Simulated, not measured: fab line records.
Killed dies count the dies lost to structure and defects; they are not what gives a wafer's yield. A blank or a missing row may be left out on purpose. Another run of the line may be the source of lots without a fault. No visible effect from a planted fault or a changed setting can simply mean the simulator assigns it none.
fab line records ; flow n5-finfet
[record] lots = 5; wafers = 15; last-day = 16
route steps=1938 shown FIN_CUT@181 STI_FIN_REVEAL@183 DUMMY_GATE@212 BEOL_M4@1111 PASSIVATION@1936
lots with no fault: from the same line, run without faults
start-h: hours from the record's opening day to when the first of the lot's shown wafers began ; wait-h: how many hours have passed since the lot's step before this one ; " repeats the value in the row above ; L1.1+2: a single row standing in for several wafers ; - no value, or no start was given ; * or withheld: withheld ; < > ~ a bound
route shown NAME@n: NAME is a module with steps in the file, n the number in the route of the first one ; usual: the fault-free wafers' mean and standard deviation ; same: alike in all rows ; chamber/n: place in a boat ; sites: per-site readings ; _std_site: their standard deviation ; _edge_site: mean of outer sites minus mean of inner sites ; radius-mm: for every site, how far away it sits from the centre of the wafer ; mask NAME#n: copy n ; behind: the tool/chamber that last shaped the wafer ; hold: why the lot was held/for how many hours/how that ended ; device: the n, p or np transistor that did not switch ; end of line: at the end of the route, the tests of the same wafers ; for a step that has no rows: nothing shown but its recipe ; killed: dies that structure and defects cost at the first sort, which is not the same as the wafer's yield ; map: a wafer's dies, x killed, . not, _ none there
set.NAME: the setting that was run; set.NAME@STEP: the one run at that earlier step ; model.NAME: the simulator's own value behind a step, which no gauge read
lots at some steps of the route; a table a step, a row a wafer
services: from which hour (start-h, from the record's first day; less than 0 if before it) a tool's chamber was out of use, for how many hours, and why
[[steps]]
[step N5_FIN_CUT_UV_OZONE_34]
[recipe] time-s = 120; pressure-torr = 760; temp-c = 25
[step N5_STI_FIN_REVEAL_ALD_00]
[recipe] material = SiO2; target-thk-a = 10; temp-c = 300; ald-precursor-family = BDEAS; ald-co-reactant = O2-plasma; pulse-time-s = 1; pressure-torr = 2
[step N5_STI_FIN_REVEAL_ALD_14]
[recipe] material = Si3N4; target-thk-a = 30; temp-c = 400; ald-precursor-family = SiH2I2; ald-co-reactant = N2/H2-plasma; pressure-torr = 2
[step N5_STI_FIN_REVEAL_FCVD_FILL_01]
[recipe] material = SiO2_flowable; target-thk-a = 3120; temp-c = 100; pressure-torr = 0.8; rf-w = 2000; time-s = 512.2
[step N5_STI_FIN_REVEAL_DENSIFY_02]
[recipe] temp-c = 650; ambient = steam; time-s = 1800; idle-temp-c = 400; densification-p-h2o-torr = 640
[step N5_STI_FIN_REVEAL_CMP_04]
[recipe] stop-on = Si3N4; t-overpolish-s = 4; down-force-psi = 2; platen-rpm = 54.18; post-cmp-clean = alkaline-brush; pad-velocity-m-s = 1.078; target-thk-nm = 131.83
[step N5_STI_FIN_REVEAL_DENSIFY_30]
[recipe] temp-c = *; time-s = *; ambient = N2; idle-temp-c = 600; ramp-up-c-per-s = 150; ramp-down-c-per-s = 60; cool-to-c = 600
[step N5_STI_FIN_REVEAL_ETCHBACK_08]
[recipe] chemistry = C4F6/O2; target = SiO2; target-depth-a = 305; time-s = 10.167; ion-energy-ev = 250; pressure-mtorr = 30; source-w = 345; bias-w = 185; Ar_flow_sccm = 300; C4F6_flow_sccm = 10; O2_flow_sccm = 10
[step N5_STI_FIN_REVEAL_STRIP_24]
[recipe] chemistry = N2/H2; time-s = 90; power-w = 100; temp-c = 40; pressure-mtorr = 100; rf-frequency-hz = 6e+07; bias-power-w = 3; n2-flow-sccm = 300; h2-flow-sccm = 300
[step N5_STI_FIN_REVEAL_PRECLEAN_25]
[recipe] chemistry = SPM; time-s = 90; temp-c = 120; mix = 4:1
[step N5_STI_FIN_REVEAL_PRECLEAN_26]
[recipe] chemistry = SC1; time-s = 45; temp-c = 46; mix = 1:2:100
lot.wafer;tool;chamber;start-h;wait-h
L230.2+3+6;wet-bench-05;1,7,6;83.36;0.0
L232.2+5+6;wet-bench-05;6,7,2;97.07;0.0
L234.3+5+6;wet-bench-05;2,7,1;106.19;0.0
L236.3+5+6;wet-bench-05;2,1,7;122.18;0.0
L239.1+4+6;wet-bench-03;5,3,4;137.79;0.0
[step N5_STI_FIN_REVEAL_PRECLEAN_29]
[recipe] chemistry = DHF; time-s = 30; temp-c = 25; dilution = 300:1
[step N5_STI_FIN_REVEAL_SRD_12]
[recipe] time-s = 30; temp-c = 23; rinse-liquid = diw; dry = ipa-marangoni
[step N5_STI_FIN_REVEAL_RECESS_09]
[recipe] chemistry = HF/NH3; target = SiO2; afs-cycles = 11; target-depth-a = 425; temp-c = 30; sublimation-temp-c = 180; sublimation-time-s = 60
[step N5_STI_FIN_REVEAL_STRIP_16]
[recipe] chemistry = H3PO4; material = SiNx; temp-c = 165; target-depth-a = 238; overetch-fraction = 0.4964; dry = ipa-marangoni
[step N5_STI_FIN_REVEAL_PRECLEAN_17]
[recipe] chemistry = NF3:NH3; afs-cycles = 1; temp-c = 30; time-s = 20; sublimation-temp-c = 180; sublimation-time-s = 60; pressure-torr = 3; rf-power-w = 30
[step N5_STI_FIN_REVEAL_ETCH_34]
[recipe] chemistry = H2; mode = isotropic; material = Si; target = Si; target-depth-a = 9.7; temp-c = 20; pressure-mtorr = 4.5; icp-w = 300; bias-w = 0; h2-flow-sccm = 7.5; he-flow-sccm = 142.5
[step N5_STI_FIN_REVEAL_OXIDATION_31]
[recipe] chemistry = O2_PLASMA_REMOTE; temp-c = 150; time-s = 20; pressure-mtorr = 1000; source-power-w = 2000; o2-flow-sccm = 3000
[step N5_STI_FIN_REVEAL_PRECLEAN_32]
[recipe] chemistry = NF3:NH3; afs-cycles = 1; temp-c = 30; time-s = 20; sublimation-temp-c = 180; sublimation-time-s = 60; pressure-torr = 3; rf-power-w = 30
[step N5_STI_FIN_REVEAL_STRIP_35]
[recipe] chemistry = H3PO4; material = Si3N4; temp-c = 165; target-depth-a = 40; time-s = 39
[step N5_STI_FIN_REVEAL_SRD_21]
[recipe] dry = ipa-marangoni; time-s = 30; temp-c = 23; rinse-liquid = diw
[step N5_STI_FIN_REVEAL_OXIDATION_33]
[recipe] chemistry = O2_PLASMA_REMOTE; temp-c = 150; time-s = 20; pressure-mtorr = 1000; source-power-w = 2000; o2-flow-sccm = 3000
[step N5_STI_FIN_REVEAL_CLEAN_19]
[recipe] chemistry = O3/DIW; temp-c = 25; time-s = 120; o3-ppm = 10
[step N5_STI_FIN_REVEAL_SRD_23]
[recipe] dry = ipa-marangoni; time-s = 30; temp-c = 23; rinse-liquid = diw
[step N5_STI_FIN_REVEAL_PRECLEAN_18]
[recipe] chemistry = SC2; time-s = 45; temp-c = 35; mix = 1:1:50
[step N5_STI_FIN_REVEAL_SRD_28]
[recipe] dry = ipa-marangoni; time-s = 30; temp-c = 23; rinse-liquid = diw
[step N5_STI_FIN_REVEAL_INSPECT_13]
[recipe] inspect-instrument = darkfield; mode = post-clean
[usual] raw-defect-count = 12/5.2
lot.wafer;tool;chamber;start-h;wait-h;raw-defect-count
L230.2;defect-inspect-01;-;86.21;0.0;9
L230.3;defect-inspect-01;-;86.21;0.0;9
L230.6;defect-inspect-01;-;86.21;0.0;16
L232.2;defect-inspect-01;-;100.39;0.0;918
L232.5;defect-inspect-01;-;100.39;0.0;843
L232.6;defect-inspect-01;-;100.39;0.0;851
L234.3;defect-inspect-01;-;109.12;0.0;853
L234.5;defect-inspect-01;-;109.12;0.0;828
L234.6;defect-inspect-01;-;109.12;0.0;833
L236.3;defect-inspect-01;-;125.07;0.0;871
L236.5;defect-inspect-01;-;125.07;0.0;910
L236.6;defect-inspect-01;-;125.07;0.0;762
L239.1;defect-inspect-02;-;140.71;0.0;9
L239.4;defect-inspect-02;-;140.71;0.0;7
L239.6;defect-inspect-02;-;140.71;0.0;8
[step N5_DUMMY_GATE_PRECLEAN_00]
[recipe] chemistry = O3/DIW; time-s = 60; temp-c = 22; o3-ppm = 10
[step N5_BEOL_M4_RC_MEAS_101]
[usual] DIBL_N = 36.0/1.7; DIBL_P = 35.8/2; IOFF_N = 0.15/0.03; IOFF_P = 0.20/0.037; ION_N = 670/12; ION_P = 460/7.2; SS_N = 71.5/0.68; SS_P = 73.2/0.65; VT_N = 250/3.1; VT_P = -251/3.4
lot.wafer;tool;chamber;start-h;wait-h;DIBL_N[mV/V];DIBL_P[mV/V];IOFF_N[nA/um];IOFF_P[nA/um];ION_N[uA/um];ION_P[uA/um];SS_N[mV/dec];SS_P[mV/dec];VT_N[mV];VT_P[mV]
L230.2;prober-01;0;219.90;0.2;40.2;40.8;0.23;0.28;688;470;73.2;74.2;246;-245
L230.3;prober-01;0;219.90;0.2;35.4;33.6;0.12;0.17;667;458;71.3;73.4;255;-254
L230.6;prober-01;0;219.90;0.2;37.1;38.4;0.17;0.24;680;463;72.0;73.3;253;-248
L232.2;prober-01;0;237.66;0.2;34.9;33.6;0.13;0.19;654;455;71.2;72.4;252;-248
L232.5;prober-01;0;237.66;0.2;34.3;33.0;0.12;0.18;659;460;70.6;73.1;252;-251
L232.6;prober-01;0;237.66;0.2;36.8;36.2;0.15;0.21;660;450;71.4;73.0;250;-250
L234.3;prober-02;0;238.27;0.3;32.0;32.3;0.10;0.14;645;450;70.2;71.9;255;-254
L234.5;prober-02;0;238.27;0.3;35.3;35.9;0.14;0.20;657;455;71.6;72.8;252;-251
L234.6;prober-02;0;238.27;0.3;35.1;35.4;0.15;0.19;677;462;71.1;73.1;248;-253
L236.3;prober-02;0;262.19;0.3;36.8;37.2;0.16;0.18;678;457;71.9;72.5;249;-254
L236.5;prober-02;0;262.19;0.3;36.6;38.0;0.16;0.21;671;464;72.1;73.4;251;-251
L236.6;prober-02;0;262.19;0.3;36.4;36.4;0.15;0.19;678;463;72.2;73.1;248;-251
L239.1;prober-02;0;281.94;0.0;33.0;31.7;0.11;0.16;661;464;70.7;71.9;253;-251
L239.4;prober-02;0;281.94;0.0;34.2;32.2;0.12;0.16;659;452;70.9;72.3;256;-252
L239.6;prober-02;0;281.94;0.0;34.5;33.0;0.12;0.18;661;463;71.3;72.0;254;-250
[step N5_PASSIVATION_PROBE_49]
[usual] defect-limited-yield = 91.4/1.5; killed_at_M0_to_M3 = 32/9.8; killed_at_M4_up = 15/5.6; killed-at-contacts = 12/5.4; killed-at-front-end = 40/13; killed-at-other = 3.0/2.1; killed-dies = 102/17; killed-on-rim = 14/4.4; killed-open = 67/13; killed-short = 32/7.1; sort_bin_5_function = 5.1/0.96; sort_bin_6_memory = 3.2/0.7; sort-n-pass = 1078/18; sort-yield-pct = 91.3/1.5
[same] gross-dies = 1180; killed-at-back-side = 0; sort_bin_4_leakage[%] = 0; sort_bin_8_speed[%] = 0
lot.wafer;tool;chamber;start-h;wait-h;defect-limited-yield[%];killed_at_M0_to_M3;killed_at_M4_up;killed-at-contacts;killed-at-front-end;killed-at-other;killed-dies;killed-on-rim;killed-open;killed-short;sort_bin_5_function[%];sort_bin_6_memory[%];sort-n-pass;sort-yield-pct[%]
L230.2;prober-02;-;322.30;0.1;93.5;23;11;4;36;3;77;5;48;27;4.3;1.9;1103;93.5
L230.3;prober-02;-;322.35;0.1;93.6;16;19;8;28;5;76;13;53;22;3.3;2.9;1104;93.6
L230.6;prober-02;-;322.50;0.3;94.8;18;15;5;23;0;61;10;41;19;2.8;2.1;1119;94.8
L232.2;prober-01;-;347.49;0.1;80.5;35;27;19;143;6;230;35;80;40;11.6;4.5;950;80.5
L232.5;prober-01;-;347.64;0.2;82.5;37;14;12;143;1;207;23;61;20;10.8;4.0;973;82.5
L232.6;prober-01;-;347.69;0.3;83.1;45;17;5;126;7;200;30;60;39;10.6;3.3;980;83.1
L234.3;prober-01;-;352.58;0.1;84.3;37;6;9;127;6;185;32;50;39;8.7;4.3;995;84.3
L234.5;prober-01;-;352.68;0.2;78.1;38;9;24;185;3;259;36;101;33;13.5;5.3;921;78.1
L234.6;prober-01;-;352.73;0.3;76.8;49;14;14;194;3;274;21;90;40;14.6;5.3;906;76.8
L236.3;prober-01;-;375.81;0.1;84.2;35;18;6;126;2;187;32;59;31;8.5;4.5;993;84.2
L236.5;prober-01;-;375.91;0.2;78.8;34;18;3;194;1;250;17;68;39;13.4;4.0;930;78.8
L236.6;prober-01;-;375.96;0.3;82.3;29;21;10;148;1;209;24;68;28;10.3;3.9;971;82.3
L239.1;prober-02;-;393.83;0.0;92.6;31;13;13;27;3;87;18;60;23;4.1;2.8;1093;92.6
L239.4;prober-02;-;393.98;0.2;93.9;22;11;9;27;3;72;8;55;14;4.2;1.6;1108;93.9
L239.6;prober-02;-;394.08;0.3;91.9;31;14;15;32;3;95;19;59;30;4.2;2.9;1085;91.9
// killed by level:class
L230.2 GATE_CUT:geometric-particle:short=9 BEOL_M1:geometric-particle:open=8 FIN_SAQP:geometric-particle:short=7 GATE_CUT:geometric-particle:open=5 BEOL_M2:geometric-particle:open=4 BEOL_M5:geometric-particle:open=4 STI_FIN_REVEAL:geometric-particle:open=3 DUMMY_GATE:geometric-particle:open=3
L230.3 BEOL_M4:geometric-particle:open=9 STI_FIN_REVEAL:geometric-particle:open=6 MOL_CONTACT_COAG:geometric-particle:open=6 STARTING-WAFER:geometric-particle:open=5 DUMMY_GATE:geometric-particle:open=4 BEOL_M0_SAQP:geometric-particle:open=4 BEOL_M0_SAQP:geometric-particle:short=4 FIN_SAQP:geometric-particle:open=3
L230.6 GATE_CUT:geometric-particle:short=7 BEOL_M4:geometric-particle:open=5 BEOL_M2:geometric-particle:open=5 STI_FIN_REVEAL:geometric-particle:open=4 MOL_CONTACT_COAG:geometric-particle:open=4 BEOL_M1:geometric-particle:open=4 BEOL_M6:geometric-particle:open=4 DUMMY_GATE:geometric-particle:open=3
L232.2 STI_FIN_REVEAL:unspecified=106 MOL_CONTACT_COAG:geometric-particle:open=14 FIN_SAQP:geometric-particle:short=10 BEOL_M4:geometric-particle:open=9 BEOL_M3:geometric-particle:open=9 BEOL_M0_SAQP:geometric-particle:short=8 BEOL_M1:geometric-particle:open=7 STI_FIN_REVEAL:geometric-particle:open=6
L232.5 STI_FIN_REVEAL:unspecified=125 MOL_CONTACT_COAG:geometric-particle:open=11 BEOL_M3:geometric-particle:open=11 BEOL_M0_SAQP:geometric-particle:open=6 BEOL_M2:geometric-particle:open=5 FIN_SAQP:geometric-particle:short=4 BEOL_M0_SAQP:geometric-particle:short=4 BEOL_M4:geometric-particle:open=4
L232.6 STI_FIN_REVEAL:unspecified=98 BEOL_M0_SAQP:geometric-particle:short=11 BEOL_M0:geometric-particle:open=8 BEOL_M3:geometric-particle:open=8 STARTING-WAFER:geometric-particle:short=6 FIN_SAQP:geometric-particle:open=5 DUMMY_GATE:geometric-particle:open=5 MOL_CONTACT_COAG:geometric-particle:open=5
L234.3 STI_FIN_REVEAL:unspecified=89 FIN_SAQP:geometric-particle:short=10 BEOL_M0_SAQP:geometric-particle:short=10 STI_FIN_REVEAL:geometric-particle:open=8 BEOL_M0_SAQP:geometric-particle:open=8 MOL_CONTACT_COAG:geometric-particle:open=6 HKMG_FIN:area-etch=5 BEOL_M0:geometric-particle:open=4
L234.5 STI_FIN_REVEAL:unspecified=124 STI_FIN_REVEAL:geometric-particle:open=20 MOL_CONTACT_COAG:geometric-particle:open=19 FIN_SAQP:geometric-particle:open=16 FIN_SAQP:geometric-particle:short=9 BEOL_M3:geometric-particle:open=9 BEOL_M1:geometric-particle:open=7 BEOL_M0_SAQP:geometric-particle:short=6
L234.6 STI_FIN_REVEAL:unspecified=143 STI_FIN_REVEAL:geometric-particle:open=16 BEOL_M2:geometric-particle:open=12 MOL_CONTACT_COAG:geometric-particle:open=11 FIN_SAQP:geometric-particle:open=8 BEOL_M2:geometric-particle:short=8 BEOL_M3:geometric-particle:open=7 BEOL_M0_SAQP:geometric-particle:open=7
L236.3 STI_FIN_REVEAL:unspecified=92 FIN_SAQP:geometric-particle:open=11 BEOL_M0_SAQP:geometric-particle:open=10 FIN_SAQP:geometric-particle:short=7 BEOL_M3:geometric-particle:open=7 BEOL_M0_SAQP:geometric-particle:short=6 BEOL_M1:geometric-particle:open=6 GATE_CUT:geometric-particle:open=4
L236.5 STI_FIN_REVEAL:unspecified=140 FIN_SAQP:geometric-particle:open=12 GATE_CUT:geometric-particle:short=9 BEOL_M3:geometric-particle:open=9 STI_FIN_REVEAL:geometric-particle:open=7 FIN_SAQP:geometric-particle:short=6 BEOL_M5:geometric-particle:open=6 STARTING-WAFER:geometric-particle:short=5
L236.6 STI_FIN_REVEAL:unspecified=113 BEOL_M4:geometric-particle:open=13 STI_FIN_REVEAL:geometric-particle:open=9 MOL_CONTACT_COAG:geometric-particle:open=9 BEOL_M0_SAQP:geometric-particle:open=8 FIN_SAQP:geometric-particle:short=7 BEOL_M0_SAQP:geometric-particle:short=7 FIN_SAQP:geometric-particle:open=6
L239.1 BEOL_M2:geometric-particle:open=13 MOL_CONTACT_COAG:geometric-particle:open=8 STI_FIN_REVEAL:geometric-particle:open=6 BEOL_M1:geometric-particle:open=6 MOL_CONTACT_COAG:geometric-particle:short=5 ILD0:geometric-particle:open=4 BEOL_M5:geometric-particle:open=4 HKMG_FIN:area-etch=4
L239.4 BEOL_M2:geometric-particle:open=11 MOL_CONTACT_COAG:geometric-particle:open=8 DUMMY_GATE:geometric-particle:open=6 BEOL_M5:geometric-particle:open=5 FIN_SAQP:geometric-particle:open=4 BEOL_M0_SAQP:geometric-particle:open=4 STI_FIN_REVEAL:geometric-particle:open=3 FIN_SAQP:geometric-particle:short=2
L239.6 MOL_CONTACT_COAG:geometric-particle:open=15 BEOL_M2:geometric-particle:open=9 FIN_SAQP:geometric-particle:short=7 STI_FIN_REVEAL:geometric-particle:open=5 BEOL_M0_SAQP:geometric-particle:short=5 BEOL_M2:geometric-particle:short=5 BEOL_M0_SAQP:geometric-particle:open=4 BEOL_M1:geometric-particle:open=4
// map L232.2 (x killed, . not)
_________________xxxxxxxxxxx.________________
______________xxxxxxxxxxxxxxx.x._____________
___________.....xxxxxxxxxxxxxx.x...__________
__________....xxxxxxxxxxxxxxxx......_________
________........xxxxxxxxxxxxxx........_______
_______..........xxxxxxxxxxxxx.........______
______x..........xxxxxxxxxx............._____
_____.x.........xx.xxxxxxx.x.xx..x.......____
____.................xxx..x.........x.....___
___....xx.....xx.x...................x.....__
___..................xxx......x......x.x...__
__........x.x.........x.............x......._
__.....x............x...x..x..........x...x._
_x..x.............x.....x..x.................
_.................................x..........
_x..............................x............
_.........................x..................
_...x..x.......x....xx...x.x.....xx....x..xx.
_x.....x..........x.....x.x..x........x......
_........xx.x....xx....x..............x......
_..xx.......x..x............................x
__....x....x........x...........x..........._
__................................x.x......._
___.x.......................x.x...x........__
___.x...............xx..xx..xx.x...........__
____x......................x......x...x...___
_____........x...........x......x.x...xx.____
______x..........x.......x..........x..x_____
_______.....x.......xx......x...x......______
________.x........x........x.x........_______
__________.x.x.x.........x.x........_________
___________...............x........__________
______________..........x...x..x_____________
_________________.x..x.......________________
// map L234.6 (x killed, . not)
_________________........x...________________
______________.................._____________
___________.....x.............xx...__________
__________x...................x.x..._________
________.........x........x..........._______
_______x.................x.............______
______....x..x...............xx...x....._____
_____x..x.x................x.xxx.........____
____.........x.x..........x..xxxxx.xx.x..x___
___..........x........xxx.xxxxxxxxx..x..x.x__
___..................x.xxxxxxxxxxxxxxx..x.x__
__...x.............x..x.xxxxxxxxxxxxxx......_
__....x...x...x....x..xx.xxxxxxxxxxx.x..x.x._
_.........x.....x......xxxxxxxxxxxxxxx.xx..x.
_..x.....x.x..........xx.xxxxxxxxxxxxx.......
_....x.x.x........x...xxxxxxxxxxxxxxx....x...
_..xx.x...........x....xxxxxxxxxxxxxx.x......
_.x.x................x.xx.xxxxxxxxx.x........
_............x...x..x.....x.xxxxx.x........x.
_.x...x.........x......x..x..xxxx...........x
_..............x.......x.........xxx.......x.
__...x...x.........................xx.x....._
__.....x.......................x....x.....x._
___.........x....x...........x..........x..__
___.........x.....x...x..xx..............x.__
____.....x...x.x....x....x....x.......x.x.___
_____.....x.................x..........x.____
______.....x........x......x............_____
_______........x..x....................______
________x...........................x._______
__________...........x..xx...x..x..x_________
___________...x........x...........__________
______________......x...x......x_____________
_________________..........x.________________
[[services]]
tool;chamber;start-h;hours;kind
wet-bench-05;-;88.34;1.1;repair
[[key]]
[first-sign] step = N5_STI_FIN_REVEAL_INSPECT_13; reading = raw-defect-count; direction = up; sigmas = 99+; usual = 12; struck = 852
[effect] step = N5_PASSIVATION_PROBE_49; reading = killed-at-front-end; direction = up; sigmas = 9.1; usual = 40; struck = 154
[more-kills-born-at] N5_STI_FIN_REVEAL_PRECLEAN_26@wet-bench-05 = 1030
met-at N5_STI_FIN_REVEAL_PRECLEAN_26
struck-wafers L232.2,L232.5,L232.6,L234.3,L234.5,L234.6,L236.3,L236.5,L236.6
onset-between 83.36 97.07
[fault] kind = chamber-particle-source; tool = wet-bench-05; chamber = -; onset-h = 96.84; steps = N5_STI_FIN_REVEAL_PRECLEAN_26; rate-per-visit-cm2 = 1.2764; end-h = 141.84
